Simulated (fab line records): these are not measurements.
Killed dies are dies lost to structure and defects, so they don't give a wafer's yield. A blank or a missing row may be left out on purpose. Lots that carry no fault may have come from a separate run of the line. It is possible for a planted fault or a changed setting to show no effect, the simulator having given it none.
fab line records -- flow n5-finfet
record: lots: 7, wafers: 39
route steps=1938 shown WELL_APT@26 PMOS_HMC_CHANNEL_EPI@68 SD_EPI_N@279 HKMG_FIN@419 MOL_CONTACT_COAG@535 BEOL_M1@753 BEOL_M2@901 BEOL_M4@1070
start-h: hours from the record's first day to the start of the lot's first wafer shown -- wait-h: how many hours have passed since the lot's step before this one -- " same as the row above -- L1.1+2: several wafers, shown together as one row -- - either no value or no given start -- * or withheld: withheld -- < > ~ a bound
route shown NAME@n: names a module that has steps shown in the file, with the first one's number in the route -- usual: mean and standard deviation over wafers with no fault -- same: alike in all rows -- chamber/n: place in a boat -- sites: readings site by site -- _std_site: the values' standard deviation -- _edge_site: inner sites' mean taken away from outer sites' mean -- radius-mm: for every site, how far away it sits from the centre of the wafer -- mask NAME#n: copy n -- behind: the tool/chamber that last shaped the wafer -- hold: cause of the lot's hold/its duration in hours/its outcome -- device: the transistor (n, p or np) that didn't switch -- end of line: the route-end tests of the same wafers -- for a step that has no rows: nothing shown but its recipe -- killed: not the wafer's yield, but the dies lost to structure and defects at the first sort -- map: the dies of a wafer, with x for killed, . for not killed, _ for no die there
set.NAME: the setting as run; set.NAME@STEP: as run at that earlier step -- model.NAME: the simulator's own value behind a step, which no gauge read
one table per step and one row per wafer, for lots whose settings were changed on purpose
== steps ==
step: N5_WELL_APT_DEVELOP_07
recipe: develop-time-s: 45, rinse-liquid: surfactant-rinse, dry: air-spin, dev-temp-c: 21
step: N5_PMOS_HMC_CHANNEL_EPI_DESCUM_14
recipe: chemistry: O2, time-s: 7.9, source-power-w: 50, bias-power-w: 20, pressure-mtorr: 20, rf-frequency-hz: 2.712e+07, temp-c: 40, resist: CAR-ArF-block, o2-flow-sccm: 225
step: N5_SD_EPI_N_ETCH_16
recipe: chemistry: CHF3/O2, target: SiO2, target-depth-a: 50, mask-material: SOC, pressure-mtorr: 30, source-w: 650, bias-w: 170, Ar_flow_sccm: 200, CHF3_flow_sccm: 50, O2_flow_sccm: 5, ion-energy-ev: 200
step: N5_HKMG_FIN_ALD_36
recipe: material: TiN, target-thk-a: 10, temp-c: 400, ald-precursor-family: TiCl4, ald-co-reactant: NH3, pulse-time-s: 1, purge-time-s: 3, co-reactant-purge-time-s: 2, co-reactant-pulse-time-s: 2, ald-cycles: 47, pressure-torr: 3
step: N5_MOL_CONTACT_COAG_CONTACT_ETCH_14
recipe: chemistry: C4F6/O2, target: SiO2, target-depth-a: 275, overetch-a: 85, mask-material: SOC, pressure-mtorr: 30, source-w: 370, bias-w: 185, Ar_flow_sccm: 300, C4F6_flow_sccm: 16, O2_flow_sccm: 10, time-s: 20, ion-energy-ev: 259.6
step: N5_BEOL_M1_PECVD_72
recipe: material: SiO2, target-thk-a: 160, temp-c: 400, precursor: TEOS/O2, pressure-torr: 5.5, rf-w: 450, teos-flow-sccm: 53.8, gas: O2, flow-sccm: 3000, time-s: 18
step: N5_BEOL_M2_ALD_84
recipe: material: TaN, target-thk-a: *, temp-c: 275, ald-precursor-family: PDMAT, ald-co-reactant: NH3, pressure-torr: 3, carrier-flow-sccm: 1500, pulse-time-s: 2, purge-time-s: 3, co-reactant-purge-time-s: 2, co-reactant-pulse-time-s: 3, ald-cycles: 30, precursor-vessel-temp-c: 75, precursor-vessel-pressure-torr: 26.25, precursor-vessel-carrier-sccm: 1000
step: N5_BEOL_M4_TRENCH_ETCH_37
recipe: chemistry: C4F6/O2, target-depth-a: 555.55, target: SiOC, time-s: 29.2, ion-energy-ev: 250, pressure-mtorr: 30, source-w: 355, bias-w: 185, Ar_flow_sccm: 300, C4F6_flow_sccm: 10, O2_flow_sccm: 10
step: N5_BEOL_M4_RC_MEAS_101
usual: IOFF_P_LONG: 0.000104/9.8e-06, VT_P: -250/4.1, VT_P_LONG: -275/3.1, VT_P_LVT: -98/4
lot.wafer,tool,chamber,start-h,wait-h,device,set.develop-time-s@WELL_APT_DEVELOP_07,set.time-s@PMOS_HMC_CHANNEL_EPI_DESCUM_14,set.target-depth-a@SD_EPI_N_ETCH_16,set.ald-cycles@HKMG_FIN_ALD_36,set.time-s@MOL_CONTACT_COAG_CONTACT_ETCH_14,set.time-s@BEOL_M1_PECVD_72,set.ald-cycles@BEOL_M2_ALD_84,set.target-depth-a@BEOL_M4_TRENCH_ETCH_37,IOFF_P_LONG[nA/um],VT_P[mV],VT_P_LONG[mV],VT_P_LVT[mV]
L075.1,prober-02,0,196.37,0.0,-,45,7.9,70.53,56,20,21.21,21,555.55,0.000138,-245,-266,-95
L075.2,prober-02,0,196.37,0.0,-,45,5.707,70.53,47,20,18,21,555.55,0.000116,-249,-274,-98
L075.3,prober-02,0,196.37,0.0,-,45,7.9,50,56,20,21.21,30,805.1,0.000142,-239,-265,-87
L075.4,prober-02,0,196.37,0.0,-,45,7.9,70.53,47,28.58,18,30,805.1,0.000104,-251,-274,-101
L075.5,prober-02,0,196.37,0.0,-,45,5.707,50,47,28.58,21.21,30,555.55,0.000113,-252,-275,-99
L075.6,prober-02,0,196.37,0.0,-,45,5.707,50,56,28.58,18,21,805.1,0.000129,-241,-267,-91
L076.1,prober-01,0,203.00,0.0,-,45,7.9,34.42,47,20,25.53,30,798.5,0.000105,-251,-275,-101
L076.2,prober-01,0,203.00,0.0,-,64.97,7.9,50,47,14.97,18,47,555.55,0.000108,-249,-277,-96
L076.3,prober-01,0,203.00,0.0,-,64.97,7.9,50,47,14.97,25.53,30,555.55,0.000104,-247,-275,-99
L076.4,prober-01,0,203.00,0.0,-,64.97,7.9,34.42,47,20,18,30,555.55,0.000111,-254,-274,-102
L076.5,prober-01,0,203.00,0.0,-,45,7.9,34.42,47,14.97,25.53,47,798.5,0.0001,-252,-274,-100
L076.6,prober-01,0,203.00,0.0,-,45,7.9,50,47,20,18,47,798.5,0.000107,-251,-273,-100
L077.1,prober-01,0,207.00,0.0,np,45,7.9,65.53,64,8.211,14.53,30,406.9,-,-,-,-
L077.2,prober-01,0,207.00,0.0,np,56.46,7.9,65.53,47,8.211,18,13,555.55,-,-,-,-
L077.3,prober-01,0,207.00,0.0,-,56.46,11.81,50,64,20,14.53,13,555.55,0.000156,-237,-263,-85
L077.4,prober-01,0,207.00,0.0,-,45,7.9,50,47,20,18,13,406.9,0.000111,-248,-277,-98
L077.5,prober-01,0,207.00,0.0,-,56.46,11.81,65.53,47,20,14.53,30,406.9,0.000109,-251,-277,-98
L077.6,prober-01,0,207.00,0.0,np,45,11.81,50,64,8.211,18,30,555.55,-,-,-,-
L083.1,prober-01,0,233.96,0.0,-,36.51,4.883,61.34,60,26.27,18,30,555.55,0.000137,-235,-266,-81
L083.2,prober-01,0,233.96,0.0,-,45,7.9,61.34,60,26.27,18,25,555.55,0.000147,-235,-265,-83
L083.3,prober-01,0,233.96,0.0,-,45,4.883,50,47,26.27,18,30,555.55,0.000105,-248,-276,-95
L083.4,prober-01,0,233.96,0.0,-,36.51,7.9,50,60,20,18,25,555.55,0.000146,-231,-265,-79
L083.5,prober-01,0,233.96,0.0,-,45,7.9,50,47,20,18,30,555.55,0.000114,-245,-272,-93
L083.6,prober-01,0,233.96,0.0,-,36.51,4.883,61.34,47,20,18,25,555.55,0.000103,-254,-274,-98
L082.1,prober-01,0,242.65,0.0,-,45,4.35,39.91,47,20,21.61,40,727.2,0.000106,-256,-274,-105
L082.2,prober-01,0,242.65,0.0,np,21.9,4.35,39.91,47,8.214,21.61,30,727.2,-,-,-,-
L082.3,prober-01,0,242.65,0.0,np,21.9,7.9,50,47,8.214,21.61,40,555.55,-,-,-,-
L082.4,prober-01,0,242.65,0.0,-,45,7.9,39.91,47,20,18,40,555.55,0.000103,-255,-277,-104
L082.5,prober-01,0,242.65,0.0,np,45,4.35,50,47,8.214,18,30,727.2,-,-,-,-
L082.6,prober-01,0,242.65,0.0,-,21.9,7.9,50,47,20,18,30,555.55,0.0001,-258,-277,-106
L088.2,prober-02,0,268.72,0.2,-,45,7.9,50,47,20,18,30,555.55,8.9e-05,-248,-279,-98
L088.5,prober-02,0,268.72,0.2,-,45,7.9,50,47,20,18,30,555.55,8.9e-05,-252,-279,-102
L088.6,prober-02,0,268.72,0.2,-,45,7.9,50,47,20,18,30,555.55,9e-05,-257,-281,-102
L089.1,prober-01,0,291.19,0.3,-,45,10.55,50,72,16.76,18,30,555.55,0.000158,-229,-259,-78
L089.2,prober-01,0,291.19,0.3,-,24.71,10.55,50,72,16.76,26.15,21,555.55,0.000157,-227,-261,-77
L089.3,prober-01,0,291.19,0.3,-,24.71,7.9,67.21,72,20,26.15,30,555.55,0.000156,-231,-260,-78
L089.4,prober-01,0,291.19,0.3,-,24.71,10.55,67.21,47,20,26.15,30,555.55,9.9e-05,-251,-276,-97
L089.5,prober-01,0,291.19,0.3,-,45,7.9,67.21,47,16.76,18,21,555.55,9.9e-05,-250,-274,-99
L089.6,prober-01,0,291.19,0.3,-,45,7.9,50,47,20,18,21,555.55,9.7e-05,-248,-277,-97
== key ==
split: step: N5_WELL_APT_DEVELOP_07, setting: develop-time-s, stated-as: 45
response none clear
split: step: N5_PMOS_HMC_CHANNEL_EPI_DESCUM_14, setting: time-s, stated-as: 7.9
response none clear
split: step: N5_SD_EPI_N_ETCH_16, setting: target-depth-a, stated-as: 50
response none clear
split: step: N5_HKMG_FIN_ALD_36, setting: ald-cycles, stated-as: 47
response: step: N5_BEOL_M4_RC_MEAS_101, reading: IOFF_P_LONG, slope: +1.16e-06, per: 1%, together-with: all, explained: 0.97
response: step: N5_BEOL_M4_RC_MEAS_101, reading: VT_P_LONG, slope: +0.312, per: 1%, together-with: all, explained: 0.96
response: step: N5_BEOL_M4_RC_MEAS_101, reading: VT_P_LVT, slope: +0.392, per: 1%, together-with: all, explained: 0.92
response: step: N5_BEOL_M4_RC_MEAS_101, reading: VT_P, slope: +0.405, per: 1%, together-with: all, explained: 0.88
split: step: N5_MOL_CONTACT_COAG_CONTACT_ETCH_14, setting: time-s, stated-as: 20
response none clear
split: step: N5_BEOL_M1_PECVD_72, setting: time-s, stated-as: 18
response none clear
split: step: N5_BEOL_M2_ALD_84, setting: ald-cycles, stated-as: 30
response none clear
split: step: N5_BEOL_M4_TRENCH_ETCH_37, setting: target-depth-a, stated-as: 555.55
response none clear
